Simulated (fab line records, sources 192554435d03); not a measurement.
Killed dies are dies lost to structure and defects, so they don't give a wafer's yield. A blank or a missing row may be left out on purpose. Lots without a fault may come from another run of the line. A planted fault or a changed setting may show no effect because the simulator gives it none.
Chamber matching | flow n5_finfet | N5_BEOL_M7_DEP_56 on pecvd-01: 3 sister chambers
The step deposits SiCN from 3MS/NH3, target thk 10 nm, time 17.5 s. 18 wafers are shown with their chamber, then 9 later ones without.

WAFERS WITH THEIR CHAMBER
wafer  | chamber | throttle_valve_pct (%) | showerhead_plenum_p_Torr (Torr) | chamber_pressure_Torr (Torr)
L074.1 | 1       | 9.3                    | 3.655                           | 2.999
L074.2 | 0       | 9.2                    | 3.662                           | 3.004
L074.5 | 0       | 9.3                    | 3.666                           | 3.006
L078.2 | 1       | 9.5                    | 3.664                           | 2.994
L078.3 | 2       | 8.9                    | 3.668                           | 3.011
L078.6 | 1       | 9.4                    | 3.661                           | 2.998
L079.1 | 0       | 9.1                    | 3.670                           | 3.000
L079.4 | 1       | 9.4                    | 3.658                           | 2.999
L079.6 | 2       | 8.7                    | 3.669                           | 2.985
L089.1 | 1       | 9.4                    | 3.655                           | 3.002
L089.3 | 0       | 9.0                    | 3.664                           | 2.999
L089.4 | 2       | 8.9                    | 3.668                           | 2.995
L088.1 | 0       | 9.2                    | 3.664                           | 3.004
L088.4 | 0       | 9.3                    | 3.666                           | 2.993
L088.5 | 2       | 8.8                    | 3.667                           | 3.002
L090.3 | 1       | 9.4                    | 3.666                           | 2.993
L090.5 | 2       | 8.6                    | 3.673                           | 2.999
L090.6 | 1       | 9.6                    | 3.659                           | 3.007

SIGNATURES (means of the wafers above)
reading                  | chamber 0 | chamber 1 | chamber 2 | scatter within a chamber
throttle_valve_pct       | 9.183     | 9.429     | 8.780     | 0.113
showerhead_plenum_p_Torr | 3.66533   | 3.65971   | 3.66900   | 0.00333
chamber_pressure_Torr    | 3.00100   | 2.99886   | 2.99840   | 0.00638
Rule: a wafer's distance from a chamber is the root of the sum, over the readings, of the square of ((its reading less the chamber's mean) divided by the reading's scatter). The wafer belongs to the nearest chamber; if the next one is less than 2 further off, it can't be placed. The scatter: the root of (the sum of the squares of (reading less its chamber's mean) over the shown wafers, divided by (wafers less chambers)).

WAFERS WITHOUT THEIR CHAMBER
wafer  | throttle_valve_pct (%) | showerhead_plenum_p_Torr (Torr) | chamber_pressure_Torr (Torr)
L092.2 | 8.9                    | 3.675                           | 2.993
L092.4 | 9.0                    | 3.681                           | 2.984
L092.6 | 9.5                    | 3.658                           | 3.010
L094.1 | 9.1                    | 3.674                           | 2.996
L094.2 | 9.6                    | 3.661                           | 2.993
L094.6 | 9.4                    | 3.662                           | 2.994
L095.3 | 9.2                    | 3.663                           | 2.996
L095.5 | 9.3                    | 3.672                           | 2.995
L095.6 | 9.1                    | 3.662                           | 3.002

WHICH CHAMBER EACH WENT THROUGH
wafer  | from the rows above     | in truth
L092.2 | can't be placed: 2 or 0 | 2
L092.4 | can't be placed: 2 or 0 | 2
L092.6 | can't be placed: 1 or 0 | 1
L094.1 | can't be placed: 0 or 2 | 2
L094.2 | 1                       | 1
L094.6 | can't be placed: 1 or 0 | 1
L095.3 | can't be placed: 0 or 1 | 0
L095.5 | can't be placed: 0 or 1 | 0
L095.6 | can't be placed: 0 or 1 | 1
Placed correctly: 1 of 9. Can't be placed from these rows: 8 (the true chamber is among the candidates in 8). Placed wrongly: 0.
